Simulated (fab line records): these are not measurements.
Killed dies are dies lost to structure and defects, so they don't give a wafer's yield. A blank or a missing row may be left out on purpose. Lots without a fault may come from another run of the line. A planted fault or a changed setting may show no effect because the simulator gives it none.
Chamber matching	flow nandHarc	3 sister chambers for NHARC_A_STAIRCASE_DEP_301 on pecvd-01
The step deposits SiON, target thk 30 nm. 3 wafers are shown with their chamber, then 7 later ones without.

## WAFERS, EACH WITH ITS CHAMBER
wafer	chamber	heaterPowerW (W)
L079.5	1	742
L091.1	0	673
L091.2	2	583

## WAFERS WHOSE CHAMBER IS MISSING
wafer	heaterPowerW (W)
L091.5	669
L093.1	707
L093.5	822
L093.6	658
L097.1	835
L097.2	623
L097.4	611

## CHAMBER TAKEN BY EACH
wafer	from the rows above	in truth
L091.5	can't be placed: 0 or 1 or 2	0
L093.1	can't be placed: 0 or 1 or 2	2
L093.5	can't be placed: 1 or 0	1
L093.6	can't be placed: 0 or 2 or 1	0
L097.1	can't be placed: 1 or 0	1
L097.2	can't be placed: 2 or 0 or 1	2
L097.4	can't be placed: 2 or 0 or 1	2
Correctly placed: 0 of 7. Not placeable from these rows: 7 (in 7, the candidates include the true chamber). Number placed wrongly: 0.
How it was worked out, from the rows above alone: a wafer's distance from a chamber is the root of the sum, over the readings, of the square of ((its reading less the chamber's mean) divided by the reading's scatter). If the next closest chamber is less than 2 further off than the closest, the wafer can't be placed; otherwise it belongs to the closest. A chamber's mean is the mean of its shown wafers. The scatter: root of mean squared gap, hidden wafer to nearest shown wafer, with one shown wafer a chamber.
